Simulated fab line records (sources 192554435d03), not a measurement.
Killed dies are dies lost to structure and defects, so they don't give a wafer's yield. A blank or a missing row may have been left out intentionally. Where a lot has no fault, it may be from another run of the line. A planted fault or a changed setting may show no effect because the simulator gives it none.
Split-lot experiment + flow n5_finfet + on a route of 1938 steps: 7 lots, 21 wafers read

ABOUT THE SPLIT
At N5_PMOS_HMC_CHANNEL_EPI_COAT_31 (time 60 s, resist thk 66 nm), the setting spin_rpm was moved away from the recipe's 1500 rpm on 7 of the 21 wafers read, by -9.4% to +4.9%. This setting was run at the recipe's value on the other wafers.

FROM THE SPLIT TO THE READING: what the file shows between them, 3 steps
- N5_PMOS_HMC_CHANNEL_EPI_COAT_03: resist thk 205 nm
- N5_PMOS_HMC_CHANNEL_EPI_EBR_05
- N5_PMOS_HMC_CHANNEL_EPI_DESCUM_14: chemistry O2, time 7.9 s

THE READING
etch.depth_nm (the simulator's own value, which no gauge read), in nm, at N5_PMOS_HMC_CHANNEL_EPI_ETCH_32 (etches BARC in N2/H2, stops on SiO2, target depth 85.8 nm, time 50.3 s). There is no usual value for it anywhere in the file. Here, 14 wafers ran the recipe; their average is 66.04 nm with a standard deviation of 0.13 nm.

| wafer  | tool, chamber at the split | spin_rpm as run, rpm | against the recipe | etch.depth_nm, nm | against lot-mates on the recipe |
|--------|----------------------------|----------------------|--------------------|-------------------|---------------------------------|
| L076.2 | litho_track-02, 0          | 1500                 | recipe             | 65.93             | -                               |
| L076.3 | litho_track-02, 0          | 1500                 | recipe             | 65.77             | -                               |
| L076.4 | litho_track-02, 0          | 1500                 | recipe             | 66.01             | -                               |
| L081.1 | litho_track-03, 0          | 1359                 | -9.4%              | 69.27             | +3.36                           |
| L081.4 | litho_track-03, 0          | 1359                 | -9.4%              | 69.08             | +3.17                           |
| L081.5 | litho_track-03, 0          | 1500                 | recipe             | 65.91             | -                               |
| L083.1 | litho_track-04, 0          | 1500                 | recipe             | 66.15             | -                               |
| L083.2 | litho_track-04, 0          | 1500                 | recipe             | 66.24             | -                               |
| L083.5 | litho_track-04, 0          | 1565                 | +4.3%              | 64.71             | -1.48                           |
| L090.4 | litho_track-02, 0          | 1500                 | recipe             | 66.11             | -                               |
| L090.5 | litho_track-02, 0          | 1500                 | recipe             | 65.82             | -                               |
| L090.6 | litho_track-02, 0          | 1500                 | recipe             | 66.08             | -                               |
| L091.1 | litho_track-02, 0          | 1500                 | recipe             | 66.06             | -                               |
| L091.3 | litho_track-02, 0          | 1573                 | +4.9%              | 64.77             | -1.29                           |
| L091.6 | litho_track-02, 0          | 1573                 | +4.9%              | 64.83             | -1.23                           |
| L093.1 | litho_track-02, 0          | 1500                 | recipe             | 66.15             | -                               |
| L093.3 | litho_track-02, 0          | 1500                 | recipe             | 66.18             | -                               |
| L093.6 | litho_track-02, 0          | 1500                 | recipe             | 66.08             | -                               |
| L095.1 | litho_track-02, 0          | 1500                 | recipe             | 66.12             | -                               |
| L095.5 | litho_track-02, 0          | 1398                 | -6.8%              | 68.44             | +2.32                           |
| L095.6 | litho_track-02, 0          | 1398                 | -6.8%              | 68.46             | +2.34                           |

THE FIT
A straight line over all 21 wafers: etch.depth_nm changes by -0.323 nm for each +1% of spin_rpm; r = -0.99; the points scatter about the line by 0.16 nm.
The same after taking each lot's own level away (the mean of its wafers on the recipe; 21 wafers): -0.33 nm for each +1%; r = -0.99; scatter 0.14 nm.
On that fit, the largest move of spin_rpm shifts the reading by 3.1 nm.
Measured against the standard deviation above, the lots' own levels, which go from 65.903 to 66.195 nm, span 2.2 times it.
Hence the lot-to-lot level has little effect on the slope; both slopes agree.
Check: +3.08 nm against its lot-mates is what the line predicts for one of the wafers moved furthest among these (-9.4%) when that wafer is left out of the fit. It came out at +3.36 nm against them.

THE OTHER SPLITS THESE WAFERS WENT THROUGH
Other splits were also applied to these wafers ahead of the reading. Each is held against what the fit with the lots' levels taken away leaves over:
| other split on the same wafers | wafers away from the commonest value | r with etch.depth_nm (lot level and that fit taken away) |
|--------------------------------|--------------------------------------|----------------------------------------------------------|
| N5_ZERO_LAYER_PECVD_02 time_s  | 5                                    | -0.20                                                    |
| N5_ZERO_LAYER_COAT_05 spin_rpm | 7                                    | +0.19                                                    |

THE WHOLE CHAIN: every reading that the file lists as answering this split, in the file's order
| step                            | what it does                                                           | reading                                                                                      | change (the file's fit)               | r (the file's) |
|---------------------------------|------------------------------------------------------------------------|----------------------------------------------------------------------------------------------|---------------------------------------|----------------|
| N5_PMOS_HMC_CHANNEL_EPI_COAT_31 | time 60 s, resist thk 66 nm                                            | BARC_of_PMOS_HMC_CHANNEL_EPI_COAT_31.thk_nm (the simulator's own value, which no gauge read) | -0.334 nm for each +1% of the setting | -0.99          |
| N5_PMOS_HMC_CHANNEL_EPI_ETCH_32 | etches BARC in N2/H2, stops on SiO2, target depth 85.8 nm, time 50.3 s | etch.depth_nm (the simulator's own value, which no gauge read)                               | -0.334 nm for each +1% of the setting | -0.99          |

THE FILE'S OWN FIT
etch.depth_nm changes by -0.334 nm for each +1% of spin_rpm, r = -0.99.
